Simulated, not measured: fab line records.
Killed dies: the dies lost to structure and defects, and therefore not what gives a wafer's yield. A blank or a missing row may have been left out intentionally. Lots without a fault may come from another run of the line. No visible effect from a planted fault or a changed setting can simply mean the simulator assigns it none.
Matching of chambers :: flow n5 finfet :: cmp-03 running N5_BEOL_M9_CMP_52: 4 sister chambers
The step polishes, stops on SiCOH lowk, t overpolish 7 s, target thk 140 nm. 8 wafers are shown with their chamber, then 9 later ones without.

EACH WAFER AND ITS CHAMBER
wafer: L074.6
chamber: 1
motor current A (A): 5.3
time to endpoint s (s): 61

wafer: L083.1
chamber: 3
motor current A (A): 7.7
time to endpoint s (s): 68

wafer: L089.2
chamber: 3
motor current A (A): 7.5
time to endpoint s (s): 64

wafer: L089.4
chamber: 1
motor current A (A): 5.1
time to endpoint s (s): 63

wafer: L089.6
chamber: 0
motor current A (A): 6.4
time to endpoint s (s): 66

wafer: L092.2
chamber: 0
motor current A (A): 6.7
time to endpoint s (s): 76

wafer: L092.4
chamber: 2
motor current A (A): 5.5
time to endpoint s (s): 72

wafer: L092.5
chamber: 2
motor current A (A): 5.4
time to endpoint s (s): 71

WAFERS WITH NO CHAMBER GIVEN
wafer: L093.2
motor current A (A): 8.3
time to endpoint s (s): 64

wafer: L093.3
motor current A (A): 5.8
time to endpoint s (s): 67

wafer: L093.5
motor current A (A): 5.0
time to endpoint s (s): 66

wafer: L094.1
motor current A (A): 5.0
time to endpoint s (s): 66

wafer: L094.4
motor current A (A): 6.2
time to endpoint s (s): 70

wafer: L094.5
motor current A (A): 7.8
time to endpoint s (s): 66

wafer: L097.1
motor current A (A): 6.0
time to endpoint s (s): 65

wafer: L097.2
motor current A (A): 7.6
time to endpoint s (s): 58

wafer: L097.3
motor current A (A): 6.1
time to endpoint s (s): 61

WHICH CHAMBER EACH WENT THROUGH
wafer: L093.2
from the rows above: 3
in truth: 3

wafer: L093.3
from the rows above: can't be placed: 2 or 1
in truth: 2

wafer: L093.5
from the rows above: can't be placed: 1 or 2
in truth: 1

wafer: L094.1
from the rows above: can't be placed: 1 or 2
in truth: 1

wafer: L094.4
from the rows above: 0
in truth: 0

wafer: L094.5
from the rows above: 3
in truth: 3

wafer: L097.1
from the rows above: can't be placed: 0 or 2 or 1
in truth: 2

wafer: L097.2
from the rows above: 3
in truth: 3

wafer: L097.3
from the rows above: can't be placed: 0 or 2
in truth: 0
Correctly placed: 4 of 9. Not placeable from these rows: 5 (in 5, the candidates include the true chamber). Wrongly placed: 0.
How it was worked out, from the rows above alone: a wafer's distance from a chamber is the root of the sum, over the readings, of the square of ((its reading less the chamber's mean) divided by the reading's scatter). If the next closest chamber is less than 2 further off than the closest, the wafer can't be placed; otherwise it belongs to the closest. A chamber's mean is the mean of its shown wafers. How the scatter is found: for the shown wafers, subtract from each reading the mean of its chamber, square and add these, divide the total by (wafers less chambers), then take the root.
